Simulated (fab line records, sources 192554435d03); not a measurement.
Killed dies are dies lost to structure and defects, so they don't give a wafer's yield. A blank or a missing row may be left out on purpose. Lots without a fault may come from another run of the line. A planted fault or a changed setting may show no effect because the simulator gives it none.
One fault seen from 2 desks | flow n5_finfet | each desk has only its own numbers; what lay behind them comes last

THE DEFECT DESK
What the inspections along the route counted, lot by lot: means of the sampled wafers that have a number. A lot is out of limits, marked OUT, if its mean lies more than 4 standard deviations from the usual mean; the brackets give that distance.
Columns: A = raw_defect_count at N5_BEOL_M15_INSPECT_30, usual 2
lot  | first seen here | A
L309 | day 11 11:36    | 2
L310 | day 11 16:04    | 1
L311 | day 11 17:05    | 2
L320 | day 14 01:40    | 90 (+58) OUT
L321 | day 14 07:03    | 87 (+57) OUT
L327 | day 15 20:23    | 3
L326 | day 16 02:39    | 3
L329 | day 16 15:56    | 2
L331 | day 17 18:56    | 1
This desk's finding: out of limits on L320, L321; first on L320, day 14 01:40 (raw_defect_count at N5_BEOL_M15_INSPECT_30). In limits: L309, L310, L311, L327, L326, L329, L331.

THE TOOL OWNER'S DESK: rie_diel-04
The tool's own readings at N5_BEOL_M15_STRIP_63 (strips in O2): means of the sampled wafers that have a number, for each lot that ran on this tool. A lot is out of limits, marked OUT, if its mean lies more than 4 standard deviations from the usual mean; the brackets give that distance.
Columns: A = drypump_motor_current_A at N5_BEOL_M15_STRIP_63, usual 5.5 A; B = oes_product_au at N5_BEOL_M15_STRIP_63, usual 0.83 a.u.; C = rf_vpp_V at N5_BEOL_M15_STRIP_63, usual 3.7 V; D = showerhead_plenum_p_Torr at N5_BEOL_M15_STRIP_63, usual 2.12 Torr; E = throttle_valve_pct at N5_BEOL_M15_STRIP_63, usual 16.63 %
lot  | first seen here | A   | B    | C   | D    | E
L311 | day 11 15:00    | 5.7 | 0.72 | 4.7 | 2.12 | 16.81
L320 | day 14 00:00    | 6.0 | 0.84 | 2.6 | 2.09 | 16.62
L321 | day 14 05:00    | 6.0 | 0.80 | 3.7 | 2.05 | 16.62
This desk's finding: nothing out of limits on any of the 3 lots.

PUT TOGETHER
The defect desk could have raised an alarm at day 14 01:40, on L320, L321.
The tool owner's desk saw nothing out of limits.
The tool owner's desk has L320, L321 on record, within its limits.
Of the lots named, all ran N5_BEOL_M15_STRIP_63 on rie_diel-04.

WHAT THE SIMULATOR HAD PUT IN
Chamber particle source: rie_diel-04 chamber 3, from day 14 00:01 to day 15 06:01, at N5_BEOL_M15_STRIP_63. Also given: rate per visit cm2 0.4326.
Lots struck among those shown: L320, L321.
Hours from the fault's start to each desk's first reading out of limits: the defect desk, 2.
